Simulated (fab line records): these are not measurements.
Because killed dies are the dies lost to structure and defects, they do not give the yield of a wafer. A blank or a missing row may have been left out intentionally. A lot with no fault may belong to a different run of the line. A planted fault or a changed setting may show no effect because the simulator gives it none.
fab line records | flow n5_finfet | part 1 of 2: steps 1 to 32 of 44
record: lots: 5 wafers: 15 last_day: 16
route steps=1938 shown ZERO_LAYER@18 WELL_APT@20 PMOS_HMC_CHANNEL_EPI@57
lots with no fault: from the same line, run without faults
start_h: start of the lot's first displayed wafer, in hours after the record's first day | wait_h: time in hours since the lot's previous step | " repeats the value in the row above | L1.1+2: one row covering several wafers at once | - no value, or no start given | * or withheld: withheld | < > ~ a bound
route shown NAME@n: a module of which the file shows steps, and the number in the route of the first | usual: mean/standard deviation taken from wafers without a fault | same: alike in all rows | chamber/n: place in a boat | sites: each site's reading | _std_site: how widely they spread, as a standard deviation | _edge_site: outer sites' mean less inner sites' | radius_mm: how far each site lies from the wafer's centre | mask NAME#n: copy n | behind: the tool/chamber that last shaped the wafer | hold: why the lot went on hold/how many hours it stayed there/how the hold came to an end | device: the n, p or np transistor that did not switch | end of line: the route-end tests of the same wafers | step lacking rows: just its recipe | killed: at the first sort, the dies lost to defects and structure; wafer yield is something else | map: dies across one wafer; x = killed, . = not, _ = none there
set.NAME: the run value of the setting; set.NAME@STEP: its run value at that earlier step | model.NAME: the simulator's own value behind a step, which no gauge read
a table for each step, a row for each wafer; lots at some steps of the route
services: when a tool's chamber went out of use (start_h, in hours from the record's first day, below 0 if earlier), for how many hours, and the reason
== steps ==
step: N5_ZERO_LAYER_STRIP_19
recipe: chemistry: SPM time_s: 900 temp_c: 130 h2so4_h2o2_vol_ratio: 4 dry: ipa_marangoni
columns lot.wafer tool chamber start_h wait_h
L077.1+5+6 wet_bench-02 7,3,4 31.35 0.1
L079.2+3+5 wet_bench-04 2,6,5 43.01 0.1
L091.4+5+6 wet_bench-04 6,7,0 115.22 0.0
L092.1+3+6 wet_bench-02 0,2,4 121.11 0.1
L093.2+3+4 wet_bench-01 0,2,1 127.10 0.1
step: N5_ZERO_LAYER_INSPECT_20
recipe: inspect_instrument: darkfield mode: post_clean
usual: raw_defect_count: 35/13
columns lot.wafer tool chamber start_h wait_h raw_defect_count
L077.1 defect_inspect-01 - 31.62 0.0 33
L077.5 " - " " 24
L077.6 " - " " 20
L079.2 defect_inspect-02 - 43.28 0.0 37
L079.3 " - " " 37
L079.5 " - " " 21
L091.4 defect_inspect-02 - 115.50 0.0 64
L091.5 " - " " 42
L091.6 " - " " 53
L092.1 defect_inspect-01 - 121.40 0.0 30
L092.3 " - " " 37
L092.6 " - " " 19
L093.2 defect_inspect-02 - 127.38 0.0 31
L093.3 " - " " 57
L093.4 " - " " 37
step: N5_WELL_APT_HMDS_01
recipe: time_s: 60 temp_c: 120
columns lot.wafer tool chamber start_h wait_h
L077.1+5+6 litho_track-02 0 31.66 0.0
L079.2+3+5 litho_track-03 0 43.31 0.0
L091.4+5+6 litho_track-05 0 115.53 0.0
L092.1+3+6 litho_track-02 0 121.43 0.0
L093.2+3+4 litho_track-03 0 127.41 0.0
step: N5_WELL_APT_COAT_02
recipe: spin_rpm: 1357 resist_thk_nm: 950
usual: spin_speed_rpm: 1357.2/0.91
columns lot.wafer tool chamber start_h wait_h spin_speed_rpm
L077.1 litho_track-02 0 - - 1358.3
L077.5 " 0 " " 1357.2
L077.6 " 0 " " 1358.3
L079.2 litho_track-03 0 - - 1358.7
L079.3 " 0 " " 1356.4
L079.5 " 0 " " 1357.8
L091.4 litho_track-05 0 - - 1357.3
L091.5 " 0 " " 1356.6
L091.6 " 0 " " 1356.9
L092.1 litho_track-02 0 - - 1358.5
L092.3 " 0 " " 1356.2
L092.6 " 0 " " 1358.4
L093.2 litho_track-03 0 - - 1357.1
L093.3 " 0 " " 1357.3
L093.4 " 0 " " 1356.3
step: N5_WELL_APT_EBR_04
recipe: solvent: PGMEA ebr_width_mm: 1.5
columns lot.wafer tool chamber start_h wait_h
L077.1+5+6 litho_track-02 0 - -
L079.2+3+5 litho_track-03 0 - -
L091.4+5+6 litho_track-05 0 - -
L092.1+3+6 litho_track-02 0 - -
L093.2+3+4 litho_track-03 0 - -
step: N5_WELL_APT_SOFTBAKE_03
recipe: temp_c: 130 time_s: 60
columns lot.wafer tool chamber start_h wait_h
L077.1+5+6 litho_track-02 0 - -
L079.2+3+5 litho_track-03 0 - -
L091.4+5+6 litho_track-05 0 - -
L092.1+3+6 litho_track-02 0 - -
L093.2+3+4 litho_track-03 0 - -
step: N5_WELL_APT_EXPOSE_05
recipe: mask_id: NWELL na: 0.8 source_shape: conventional sigma_outer: 0.8 polarization: unpolarized defocus_nm: 0 target_cd_nm: 200 dose_mj: 20.3
columns lot.wafer tool chamber start_h wait_h mask
L077.1+5+6 krf_scanner-02 0 31.88 - NWELL#0
L079.2+3+5 krf_scanner-01 0 43.54 - NWELL#0
L091.4+5+6 krf_scanner-01 0 115.65 - NWELL#0
L092.1+3+6 krf_scanner-02 0 121.66 - NWELL#0
L093.2+3+4 krf_scanner-01 0 127.64 - NWELL#0
step: N5_WELL_APT_PEB_06
recipe: peb_temp_c: 130 peb_time_s: 90
same: peb_time_s: 90
columns lot.wafer tool chamber start_h wait_h
L077.1+5+6 litho_track-05 0 31.94 0.1
L079.2+3+5 litho_track-05 0 43.59 0.0
L091.4+5+6 litho_track-03 0 115.69 0.0
L092.1+3+6 litho_track-02 0 121.71 0.1
L093.2+3+4 litho_track-05 0 127.69 0.0
step: N5_WELL_APT_DEVELOP_07
recipe: develop_time_s: 45 rinse_liquid: surfactant_rinse dry: air_spin dev_temp_c: 21
columns lot.wafer tool chamber start_h wait_h
L077.1+5+6 litho_track-05 0 - -
L079.2+3+5 litho_track-05 0 - -
L091.4+5+6 litho_track-03 0 - -
L092.1+3+6 litho_track-02 0 - -
L093.2+3+4 litho_track-05 0 - -
step: N5_WELL_APT_HARDBAKE_12
recipe: temp_c: 130 time_s: 120
columns lot.wafer tool chamber start_h wait_h
L077.1+5+6 litho_track-05 0 - -
L079.2+3+5 litho_track-05 0 - -
L091.4+5+6 litho_track-03 0 - -
L092.1+3+6 litho_track-02 0 - -
L093.2+3+4 litho_track-05 0 - -
step: N5_WELL_APT_CD_MEAS_08
recipe: target_cd_nm: 200 landing_energy_ev: 500 detector: se_inlens
usual: cd_nm: 199.8/1.1
columns lot.wafer tool chamber start_h wait_h cd_nm
L077.1 cd_sem-01 0 32.05 - 197.5
L077.5 " 0 " " 199.0
L077.6 " 0 " " 198.4
L079.2 cd_sem-02 0 43.71 - 200.9
L079.3 " 0 " " 200.9
L079.5 " 0 " " 200.2
L091.4 cd_sem-03 0 115.80 - 198.8
L091.5 " 0 " " 198.2
L091.6 " 0 " " 199.3
L092.1 cd_sem-03 0 121.83 - 200.7
L092.3 " 0 " " 200.0
L092.6 " 0 " " 198.9
L093.2 cd_sem-02 0 127.81 - 199.2
L093.3 " 0 " " 199.3
L093.4 " 0 " " 200.1
step: N5_WELL_APT_OVL_MEAS_09
recipe: points_per_wafer: 44
usual: NWELL_OVL: -1/5.3
columns lot.wafer tool chamber start_h wait_h NWELL_OVL[nm]
L077.1 overlay-02 0 32.08 0.0 2
L077.5 " 0 " " 3
L077.6 " 0 " " 2
L079.2 overlay-02 0 43.74 0.0 6
L079.3 " 0 " " -5
L079.5 " 0 " " 6
L091.4 overlay-01 0 115.83 0.0 -3
L091.5 " 0 " " -2
L091.6 " 0 " " -5
L092.1 overlay-01 0 121.86 0.0 9
L092.3 " 0 " " -1
L092.6 " 0 " " -3
L093.2 overlay-01 0 127.84 0.0 -7
L093.3 " 0 " " 3
L093.4 " 0 " " 8
step: N5_WELL_APT_INSPECT_10
recipe: mode: adi inspect_instrument: macro
usual: raw_defect_count: 2.1/1.3
columns lot.wafer tool chamber start_h wait_h raw_defect_count
L077.1 defect_inspect-02 - 32.11 0.0 0
L077.5 " - " " 1
L077.6 " - " " 1
L079.2 defect_inspect-02 - 43.76 0.0 3
L079.3 " - " " 1
L079.5 " - " " 2
L091.4 defect_inspect-02 - 115.86 0.0 2
L091.5 " - " " 4
L091.6 " - " " 1
L092.1 defect_inspect-01 - 121.88 0.0 5
L092.3 " - " " 1
L092.6 " - " " 1
L093.2 defect_inspect-02 - 127.86 0.0 3
L093.3 " - " " 5
L093.4 " - " " 4
step: N5_WELL_APT_DESCUM_13
recipe: chemistry: O2 time_s: 7.9 source_power_w: 50 bias_power_w: 20 pressure_mtorr: 20 rf_frequency_hz: 2.712e+07 temp_c: 40 o2_flow_sccm: 225
usual: drypump_motor_current_A: 5.8/0.44 o2_flow_sccm: 225.0/0.66 oes_product_au: 0.78/0.085 rf_vpp_V: 243.3/1.7 showerhead_plenum_p_Torr: 2.10/0.086 throttle_valve_pct: 20.31/0.24
columns lot.wafer tool chamber start_h wait_h drypump_motor_current_A o2_flow_sccm oes_product_au rf_hours_counter_h rf_vpp_V showerhead_plenum_p_Torr throttle_valve_pct
L077.1 rie_diel-04 3 32.14 0.0 5.6 224.2 0.72 210 244.8 2.16 20.36
L077.5 " 1 " " 6.0 224.3 0.95 - 244.9 2.14 19.91
L077.6 " 2 " " 5.9 224.4 0.88 - 245.3 2.13 20.52
L079.2 rie_diel-05 1 43.80 0.0 5.7 225.3 0.79 85 244.6 2.20 20.09
L079.3 " 0 " " 5.0 225.0 0.71 227 240.3 1.98 20.72
L079.5 " 1 " " 5.7 225.3 0.79 - 246.6 2.20 20.10
L091.4 rie_diel-06 3 116.57 0.7 6.6 224.2 0.70 - 241.7 1.98 20.08
L091.5 " 2 " " 5.6 224.4 0.78 - 241.4 2.01 20.41
L091.6 " 1 " " 6.5 225.1 0.89 - 244.0 2.22 20.30
L092.1 rie_diel-06 2 121.94 0.1 5.6 224.7 0.78 136 240.2 2.01 20.40
L092.3 " 1 " " 6.5 224.7 0.87 49 245.1 2.22 20.32
L092.6 " 3 " " 6.6 225.1 0.69 - 240.4 1.98 20.08
L093.2 rie_diel-05 2 128.05 0.2 5.8 224.4 0.97 5 243.5 2.14 19.82
L093.3 " 1 " " 5.7 225.9 0.76 117 243.6 2.19 20.15
L093.4 " 3 " " 5.9 225.2 0.68 - 242.5 2.07 20.56
step: N5_WELL_APT_IMPLANT_14
recipe: species: P energy_kev: 160 dose_cm2: 1.5e+13 tilt_deg: 0 rotation_deg: 0
usual: tilt_deg: 0.000/0.019
columns lot.wafer tool chamber start_h wait_h tilt_deg
L077.1 implanter-01 0 32.24 0.1 0.045
L077.5 " 0 " " 0.021
L077.6 " 0 " " 0.020
L079.2 implanter-02 0 43.93 0.1 0.035
L079.3 " 0 " " 0.005
L079.5 " 0 " " 0.010
L091.4 implanter-01 0 116.73 0.1 -0.016
L091.5 " 0 " " -0.028
L091.6 " 0 " " 0.001
L092.1 implanter-02 0 122.03 0.1 -0.012
L092.3 " 0 " " 0.023
L092.6 " 0 " " -0.019
L093.2 implanter-01 0 128.18 0.1 -0.034
L093.3 " 0 " " -0.049
L093.4 " 0 " " -0.013
step: N5_WELL_APT_IMPLANT_15
recipe: species: As energy_kev: 25 dose_cm2: 1.5e+13 tilt_deg: 0 rotation_deg: 0
usual: tilt_deg: -0.003/0.019
columns lot.wafer tool chamber start_h wait_h tilt_deg
L077.1 implanter-01 0 32.42 0.1 0.014
L077.5 " 0 " " -0.017
L077.6 " 0 " " 0.022
L079.2 implanter-02 0 44.11 0.1 0.000
L079.3 " 0 " " 0.021
L079.5 " 0 " " -0.020
L091.4 implanter-01 0 116.91 0.1 -0.014
L091.5 " 0 " " -0.017
L091.6 " 0 " " -0.018
L092.1 implanter-02 0 122.21 0.1 0.004
L092.3 " 0 " " 0.004
L092.6 " 0 " " 0.013
L093.2 implanter-01 0 128.36 0.1 -0.020
L093.3 " 0 " " -0.006
L093.4 " 0 " " -0.010
step: N5_WELL_APT_STRIP_16
recipe: chemistry: SPM time_s: 900 temp_c: 130 h2so4_h2o2_vol_ratio: 4 dry: ipa_marangoni
columns lot.wafer tool chamber start_h wait_h
L077.1+5+6 wet_bench-05 4,7,3 32.63 0.2
L079.2+3+5 wet_bench-06 0,5,2 44.28 0.1
L091.4+5+6 wet_bench-03 0,2,1 117.02 0.1
L092.1+3+6 wet_bench-03 5,6,1 122.42 0.2
L093.2+3+4 wet_bench-05 0,6,7 128.54 0.1
step: N5_WELL_APT_HMDS_18
recipe: time_s: 60 temp_c: 120
columns lot.wafer tool chamber start_h wait_h
L077.1+5+6 litho_track-03 0 32.91 0.0
L079.2+3+5 litho_track-05 0 44.56 0.0
L091.4+5+6 litho_track-03 0 117.35 0.0
L092.1+3+6 litho_track-02 0 122.72 0.0
L093.2+3+4 litho_track-05 0 129.11 0.0
step: N5_WELL_APT_COAT_19
recipe: spin_rpm: 1357 resist_thk_nm: 950
usual: spin_speed_rpm: 1357.0/1
columns lot.wafer tool chamber start_h wait_h spin_speed_rpm
L077.1 litho_track-03 0 - - 1357.1
L077.5 " 0 " " 1357.2
L077.6 " 0 " " 1356.7
L079.2 litho_track-05 0 - - 1357.6
L079.3 " 0 " " 1357.8
L079.5 " 0 " " 1357.5
L091.4 litho_track-03 0 - - 1358.1
L091.5 " 0 " " 1356.4
L091.6 " 0 " " 1356.7
L092.1 litho_track-02 0 - - 1355.5
L092.3 " 0 " " 1356.4
L092.6 " 0 " " 1357.0
L093.2 litho_track-05 0 - - 1356.4
L093.3 " 0 " " 1357.4
L093.4 " 0 " " 1358.3
step: N5_WELL_APT_EBR_21
recipe: solvent: PGMEA ebr_width_mm: 1.5
columns lot.wafer tool chamber start_h wait_h
L077.1+5+6 litho_track-03 0 - -
L079.2+3+5 litho_track-05 0 - -
L091.4+5+6 litho_track-03 0 - -
L092.1+3+6 litho_track-02 0 - -
L093.2+3+4 litho_track-05 0 - -
step: N5_WELL_APT_SOFTBAKE_20
recipe: temp_c: 130 time_s: 60
columns lot.wafer tool chamber start_h wait_h
L077.1+5+6 litho_track-03 0 - -
L079.2+3+5 litho_track-05 0 - -
L091.4+5+6 litho_track-03 0 - -
L092.1+3+6 litho_track-02 0 - -
L093.2+3+4 litho_track-05 0 - -
step: N5_WELL_APT_EXPOSE_22
recipe: mask_id: PWELL na: 0.8 source_shape: conventional sigma_outer: 0.8 polarization: unpolarized defocus_nm: 0 target_cd_nm: 200 dose_mj: 23.2
columns lot.wafer tool chamber start_h wait_h mask
L077.1+5+6 krf_scanner-01 0 33.01 - PWELL#0
L079.2+3+5 krf_scanner-02 0 44.66 - PWELL#0
L091.4+5+6 krf_scanner-01 0 117.59 - PWELL#0
L092.1+3+6 krf_scanner-02 0 122.94 - PWELL#0
L093.2+3+4 krf_scanner-01 0 129.34 - PWELL#0
step: N5_WELL_APT_PEB_23
recipe: peb_temp_c: 130 peb_time_s: 90
same: peb_time_s: 90
columns lot.wafer tool chamber start_h wait_h
L077.1+5+6 litho_track-03 0 33.07 0.1
L079.2+3+5 litho_track-02 0 44.71 0.0
L091.4+5+6 litho_track-02 0 117.64 0.0
L092.1+3+6 litho_track-05 0 123.00 0.1
L093.2+3+4 litho_track-05 0 129.39 0.0
step: N5_WELL_APT_DEVELOP_24
recipe: develop_time_s: 45 rinse_liquid: surfactant_rinse dry: air_spin dev_temp_c: 21
columns lot.wafer tool chamber start_h wait_h
L077.1+5+6 litho_track-03 0 - -
L079.2+3+5 litho_track-02 0 - -
L091.4+5+6 litho_track-02 0 - -
L092.1+3+6 litho_track-05 0 - -
L093.2+3+4 litho_track-05 0 - -
step: N5_WELL_APT_HARDBAKE_29
recipe: temp_c: 130 time_s: 120
columns lot.wafer tool chamber start_h wait_h
L077.1+5+6 litho_track-03 0 - -
L079.2+3+5 litho_track-02 0 - -
L091.4+5+6 litho_track-02 0 - -
L092.1+3+6 litho_track-05 0 - -
L093.2+3+4 litho_track-05 0 - -
step: N5_WELL_APT_CD_MEAS_25
recipe: target_cd_nm: 200 landing_energy_ev: 500 detector: se_inlens
usual: cd_nm: 200.4/1.5
columns lot.wafer tool chamber start_h wait_h cd_nm
L077.1 cd_sem-03 0 33.18 - 198.8
L077.5 " 0 " " 199.3
L077.6 " 0 " " 200.3
L079.2 cd_sem-01 0 44.83 - 202.3
L079.3 " 0 " " 199.9
L079.5 " 0 " " 199.4
L091.4 cd_sem-03 0 117.75 - 200.9
L091.5 " 0 " " 202.5
L091.6 " 0 " " 200.7
L092.1 cd_sem-03 0 123.12 - 198.7
L092.3 " 0 " " 201.3
L092.6 " 0 " " 199.7
L093.2 cd_sem-01 0 129.50 - 199.3
L093.3 " 0 " " 198.3
L093.4 " 0 " " 198.2
step: N5_WELL_APT_OVL_MEAS_26
recipe: points_per_wafer: 44
usual: PWELL_OVL: -4/5.9
columns lot.wafer tool chamber start_h wait_h PWELL_OVL[nm]
L077.1 overlay-01 0 33.21 0.0 -1
L077.5 " 0 " " -1
L077.6 " 0 " " -8
L079.2 overlay-02 0 44.86 0.0 -2
L079.3 " 0 " " -12
L079.5 " 0 " " -13
L091.4 overlay-01 0 117.78 0.0 -2
L091.5 " 0 " " -8
L091.6 " 0 " " -4
L092.1 overlay-02 0 123.15 0.0 -3
L092.3 " 0 " " -5
L092.6 " 0 " " 1
L093.2 overlay-02 0 129.53 0.0 -11
L093.3 " 0 " " -1
L093.4 " 0 " " -8
step: N5_WELL_APT_INSPECT_27
recipe: mode: adi inspect_instrument: macro
usual: raw_defect_count: 2.0/1.4
columns lot.wafer tool chamber start_h wait_h raw_defect_count
L077.1 defect_inspect-01 - 33.23 0.0 2
L077.5 " - " " 2
L077.6 " - " " 3
L079.2 defect_inspect-01 - 44.88 0.0 1
L079.3 " - " " 4
L079.5 " - " " 3
L091.4 defect_inspect-02 - 117.81 0.0 3
L091.5 " - " " 1
L091.6 " - " " 4
L092.1 defect_inspect-02 - 123.17 0.0 0
L092.3 " - " " 2
L092.6 " - " " 1
L093.2 defect_inspect-02 - 129.56 0.0 1
L093.3 " - " " 2
L093.4 " - " " 2
step: N5_WELL_APT_DESCUM_30
recipe: chemistry: O2 time_s: 7.9 source_power_w: 50 bias_power_w: 20 pressure_mtorr: 20 rf_frequency_hz: 2.712e+07 temp_c: 40 o2_flow_sccm: 225
usual: drypump_motor_current_A: 5.8/0.39 o2_flow_sccm: 225.0/0.65 oes_product_au: 0.80/0.097 rf_vpp_V: 243.4/1.5 showerhead_plenum_p_Torr: 2.11/0.075 throttle_valve_pct: 20.29/0.24
columns lot.wafer tool chamber start_h wait_h drypump_motor_current_A o2_flow_sccm oes_product_au rf_hours_counter_h rf_vpp_V showerhead_plenum_p_Torr throttle_valve_pct
L077.1 rie_diel-04 3 33.28 0.0 5.6 225.0 0.71 211 244.0 2.16 20.35
L077.5 " 2 " " 5.9 225.3 0.88 - 242.7 2.13 20.53
L077.6 " 1 " " 6.0 224.8 0.95 - 244.9 2.14 19.90
L079.2 rie_diel-05 2 44.94 0.1 5.8 225.0 0.71 230 242.1 2.15 20.12
L079.3 " 0 " " 5.1 224.4 0.70 227 241.1 1.98 20.71
L079.5 " 0 " " 5.1 225.3 0.71 - 241.6 1.98 20.73
L091.4 rie_diel-04 0 117.84 0.0 5.4 224.9 0.91 28 243.7 2.14 20.30
L091.5 " 3 " " 5.6 224.5 0.69 - 242.8 2.15 20.39
L091.6 " 0 " " 5.4 225.3 0.91 - 242.6 2.14 20.32
L092.1 rie_diel-05 1 123.77 0.6 5.6 224.1 0.76 115 244.9 2.19 20.15
L092.3 " 3 " " 5.9 224.2 0.66 219 241.5 2.07 20.56
L092.6 " 2 " " 5.8 225.7 0.98 - 244.5 2.14 19.78
L093.2 rie_diel-05 1 129.59 0.0 5.6 224.2 0.77 118 244.2 2.19 20.16
L093.3 " 2 " " 5.8 224.8 0.97 6 242.8 2.14 19.79
L093.4 " 3 " " 5.9 225.4 0.68 - 244.6 2.07 20.56
step: N5_WELL_APT_IMPLANT_31
recipe: species: B energy_kev: 60 dose_cm2: 1.5e+13 tilt_deg: 0 rotation_deg: 0
usual: tilt_deg: 0.000/0.022
columns lot.wafer tool chamber start_h wait_h tilt_deg
L077.1 implanter-02 0 33.38 0.1 0.043
L077.5 " 0 " " 0.032
L077.6 " 0 " " 0.027
L079.2 implanter-01 0 45.07 0.1 -0.012
L079.3 " 0 " " 0.006
L079.5 " 0 " " 0.025
L091.4 implanter-02 0 118.03 0.2 0.012
L091.5 " 0 " " 0.011
L091.6 " 0 " " 0.046
L092.1 implanter-02 0 123.87 0.1 0.044
L092.3 " 0 " " 0.036
L092.6 " 0 " " 0.042
L093.2 implanter-02 0 129.72 0.1 -0.003
L093.3 " 0 " " -0.010
L093.4 " 0 " " 0.052
step: N5_WELL_APT_IMPLANT_32
recipe: species: BF2 energy_kev: 50 dose_cm2: 2e+13 tilt_deg: 0 rotation_deg: 0
usual: tilt_deg: 0.000/0.02
columns lot.wafer tool chamber start_h wait_h tilt_deg
L077.1 implanter-02 0 33.56 0.1 -0.003
L077.5 " 0 " " 0.004
L077.6 " 0 " " 0.021
L079.2 implanter-01 0 45.25 0.1 -0.007
L079.3 " 0 " " -0.013
L079.5 " 0 " " -0.013
L091.4 implanter-02 0 118.21 0.1 -0.011
L091.5 " 0 " " -0.003
L091.6 " 0 " " 0.006
L092.1 implanter-02 0 124.05 0.1 -0.006
L092.3 " 0 " " -0.027
L092.6 " 0 " " 0.022
L093.2 implanter-02 0 129.90 0.1 -0.031
L093.3 " 0 " " -0.016
L093.4 " 0 " " -0.020
step: N5_WELL_APT_STRIP_33
recipe: chemistry: SPM time_s: 900 temp_c: 130 h2so4_h2o2_vol_ratio: 4 dry: ipa_marangoni
columns lot.wafer tool chamber start_h wait_h
L077.1+5+6 wet_bench-03 4,6,5 33.76 0.2
L079.2+3+5 wet_bench-03 1,0,2 45.42 0.1
L091.4+5+6 wet_bench-06 7,1,0 118.33 0.1
L092.1+3+6 wet_bench-05 7,6,1 124.26 0.2
L093.2+3+4 wet_bench-06 2,6,5 130.08 0.1
